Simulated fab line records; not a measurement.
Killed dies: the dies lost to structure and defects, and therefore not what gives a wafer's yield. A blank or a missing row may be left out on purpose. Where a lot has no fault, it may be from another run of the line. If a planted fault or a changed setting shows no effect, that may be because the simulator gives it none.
Which of the tools did it?    flow n5 finfet    30 wafers from 10 lots sampled at 6 of the route's 1938 steps

WHAT THE GAUGES READ, wafer by wafer
N5_BEOL_M1_THK_MEAS_01.
lot   measured      on             M1_ILD_THK (nm)
L452  day 6 03:02   film metro-02  79.2 80.3 79.7
L453  day 6 04:32   film metro-02  80.1 81.8 79.9
L459  day 7 17:18   film metro-01  79.9 79.0 79.9
L463  day 8 21:34   film metro-02  121.0 123.3 79.1
L464  day 9 03:07   film metro-01  122.9 123.3 82.1
L465  day 9 10:20   film metro-02  79.6 81.1 80.3
L468  day 9 22:39   film metro-02  78.6 81.0 80.9
L472  day 10 20:22  film metro-01  78.4 78.1 79.4
L471  day 10 20:34  film metro-02  80.1 80.7 80.1
L474  day 11 09:47  film metro-01  78.3 79.8 78.9

N5_BEOL_M4_RC_MEAS_101.
lot   measured      on         DIBL_N (mV/V)   DIBL_P (mV/V)   IOFF_N (nA/um)  IOFF_P (nA/um)  ION_N (uA/um)  ION_P (uA/um)  SS_N (mV/dec)   SS_P (mV/dec)   VT_N (mV)    VT_P (mV)
L452  day 8 00:23   prober-02  38.1 40.4 37.6  37.5 40.1 36.8  0.18 0.23 0.17  0.20 0.24 0.19  672 687 665    449 465 451    72.3 73.4 71.6  73.7 73.7 73.8  250 248 252  -251 -249 -254
L453  day 7 19:20   prober-01  38.4 36.5 39.9  37.3 36.1 39.5  0.22 0.17 0.24  0.24 0.21 0.27  688 667 679    468 460 461    72.3 71.8 72.8  74.0 73.1 74.7  242 248 245  -247 -253 -247
L459  day 9 20:13   prober-01  35.6 38.9 38.5  35.0 37.3 36.6  0.16 0.21 0.21  0.25 0.29 0.26  682 692 687    478 481 469    71.4 71.5 72.3  74.2 74.3 74.1  247 248 248  -246 -244 -245
L463  day 10 12:22  prober-01  38.8            37.5            0.20            0.28            687            474            72.0            73.6            248          -244
L464  day 11 03:58  prober-02  39.6            40.5            0.24            0.28            684            470            73.1            74.4            241          -247
L465  day 11 05:46  prober-02  34.8 37.4 38.5  34.9 37.4 39.7  0.13 0.16 0.19  0.18 0.21 0.25  673 659 685    458 455 471    70.5 71.8 71.4  72.1 73.2 73.7  254 250 248  -250 -253 -248
L468  day 12 09:42  prober-01  38.6 42.1 40.1  38.3 41.9 38.9  0.18 0.27 0.22  0.26 0.32 0.26  678 703 697    468 473 474    72.4 73.1 73.2  74.2 75.1 74.1  246 244 247  -246 -243 -249
L472  day 13 05:11  prober-02  38.6 39.7 40.7  39.3 40.5 41.6  0.18 0.23 0.23  0.24 0.26 0.27  681 683 692    464 463 470    71.8 72.4 72.7  74.7 74.5 74.2  247 244 245  -250 -249 -249
L471  day 12 19:32  prober-02  36.3 37.6 38.5  36.1 37.0 37.8  0.15 0.17 0.17  0.20 0.21 0.21  689 677 669    471 458 457    71.4 71.7 72.2  72.4 72.8 73.7  249 248 253  -251 -250 -252
L474  day 13 12:23  prober-02  38.9 36.0 34.5  38.9 36.7 36.0  0.22 0.15 0.13  0.25 0.21 0.20  682 675 664    458 466 462    72.6 71.9 71.6  73.9 72.7 73.4  248 249 253  -249 -248 -250

WHICH TOOL RAN EACH LOT (tool, then ch and the chambers of the sampled wafers, then the start)
lot   N5_BEOL_M0_SPUTTER_116        N5_BEOL_M0_ANNEAL_117         N5_BEOL_M0_SPUTTER_134        N5_BEOL_M1_ILD_DEP_00
L452  pvd sputter-02, day 6 00:36   pvd sputter-02, day 6 00:41   pvd sputter-02, day 6 00:50   pecvd-02 ch 0,1,2, day 6 02:59
L453  pvd sputter-03, day 6 02:47   pvd sputter-03, day 6 02:52   pvd sputter-03, day 6 03:01   pecvd-03 ch 0,2, day 6 04:28
L459  pvd sputter-02, day 7 15:46   pvd sputter-02, day 7 15:50   pvd sputter-02, day 7 16:00   pecvd-02 ch 0,1,2, day 7 17:15
L463  pvd sputter-01, day 8 19:56   pvd sputter-01, day 8 20:01   pvd sputter-01, day 8 20:10   pecvd-03 ch 1,2, day 8 21:28
L464  pvd sputter-02, day 9 01:34   pvd sputter-02, day 9 01:39   pvd sputter-02, day 9 01:49   pecvd-03 ch 0,2, day 9 03:02
L465  pvd sputter-01, day 9 08:44   pvd sputter-01, day 9 08:50   pvd sputter-01, day 9 09:01   pecvd-01 ch 0,1,2, day 9 10:16
L468  pvd sputter-03, day 9 20:24   pvd sputter-03, day 9 20:29   pvd sputter-03, day 9 20:38   pecvd-02 ch 0,2, day 9 22:35
L472  pvd sputter-03, day 10 18:31  pvd sputter-03, day 10 18:36  pvd sputter-03, day 10 18:46  pecvd-02 ch 0,1,2, day 10 20:17
L471  pvd sputter-03, day 10 18:58  pvd sputter-03, day 10 19:02  pvd sputter-03, day 10 19:12  pecvd-01 ch 0,1,2, day 10 20:30
L474  pvd sputter-02, day 11 07:59  pvd sputter-02, day 11 08:04  pvd sputter-02, day 11 08:13  pecvd-01 ch 1,2, day 11 09:43
- N5_BEOL_M0_SPUTTER_116: material Cu, target thk 4 nm, time 7.37 s.
- N5_BEOL_M0_ANNEAL_117: time 60 s.
- N5_BEOL_M0_SPUTTER_134: material Cu, target thk 4 nm, time 7.37 s.
- N5_BEOL_M1_ILD_DEP_00: deposits SiOC from DEMS/O2, target thk 79 nm, time 15.3 s.

AS READ BY THE TOOLS THEMSELVES (means over the sampled wafers that have a number; for cases with no such wafer, the mark the record gives instead)
N5_BEOL_M0_SPUTTER_116.
lot   tool            throttle valve pct (%)
L452  pvd sputter-02  30.5
L453  pvd sputter-03  29.9
L459  pvd sputter-02  30.5
L463  pvd sputter-01  28.7
L464  pvd sputter-02  30.5
L465  pvd sputter-01  30.1
L468  pvd sputter-03  29.8
L472  pvd sputter-03  29.2
L471  pvd sputter-03  29.9
L474  pvd sputter-02  30.3

N5_BEOL_M0_ANNEAL_117.
lot   tool            heater power w (W)
L452  pvd sputter-02  958
L453  pvd sputter-03  785
L459  pvd sputter-02  916
L463  pvd sputter-01  870
L464  pvd sputter-02  960
L465  pvd sputter-01  711
L468  pvd sputter-03  776
L472  pvd sputter-03  743
L471  pvd sputter-03  796
L474  pvd sputter-02  801

N5_BEOL_M0_SPUTTER_134.
lot   tool            throttle valve pct (%)
L452  pvd sputter-02  30.4
L453  pvd sputter-03  30.0
L459  pvd sputter-02  30.4
L463  pvd sputter-01  28.4
L464  pvd sputter-02  30.3
L465  pvd sputter-01  30.3
L468  pvd sputter-03  29.8
L472  pvd sputter-03  29.2
L471  pvd sputter-03  30.2
L474  pvd sputter-02  30.3

N5_BEOL_M1_ILD_DEP_00.
lot   tool      heater power w (W)  showerhead plenum p Torr (Torr)  throttle valve pct (%)
L452  pecvd-02  454                 5.688                            11.4
L453  pecvd-03  446                 5.695                            11.6
L459  pecvd-02  435                 5.688                            11.5
L463  pecvd-03  498                 5.680                            11.7
L464  pecvd-03  474                 5.712                            11.6
L465  pecvd-01  437                 5.691                            11.6
L468  pecvd-02  453                 5.681                            11.7
L472  pecvd-02  458                 5.692                            11.6
L471  pecvd-01  470                 5.690                            11.5
L474  pecvd-01  465                 5.702                            11.5

THE ANSWER, worked out from the rows above alone
Rule: the usual values come from the lots themselves. Put in order of their means at a reading, lots are off if they are a third of the lots or fewer, leave a main group of 4 or more, and stand apart from it by a gap of 3 or more times the standard deviation of the main group's means; of several such gaps the widest counts. A main group whose means are all the same, to the digits that the tables above print for the reading, isn't used. Also off: a lot with no number at a reading for which 4 or more lots have one. Any other lot the step has rows for is counted as sound. Order of review: gauges by route order, followed by the tools' own readings, for which a lot's mean as printed above is used. The first step at which some lot is off is used, and at that step the reading that is off furthest; a lot without a number counts as furthest.
Off: L463, L464, at N5_BEOL_M1_THK_MEAS_01 (M1_ILD_THK). Mean 79.8 nm and standard deviation 0.65 in the main group.
If a tool, at a process step before that reading, ran all the lots that are off and no sound lot after the first of them, it fits. The gauges at N5_BEOL_M1_THK_MEAS_01 are tried like those tools. One fits: N5_BEOL_M1_ILD_DEP_00 on pecvd-03. Its last sound lot is L453 (day 6 04:28), its first lot that is off L463 (day 8 21:28): a fault that began between those two fits.

WHAT WAS PUT IN BY THE SIMULATOR
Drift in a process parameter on pecvd-03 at N5_BEOL_M1_ILD_DEP_00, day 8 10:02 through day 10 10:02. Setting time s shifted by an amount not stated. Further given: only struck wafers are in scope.
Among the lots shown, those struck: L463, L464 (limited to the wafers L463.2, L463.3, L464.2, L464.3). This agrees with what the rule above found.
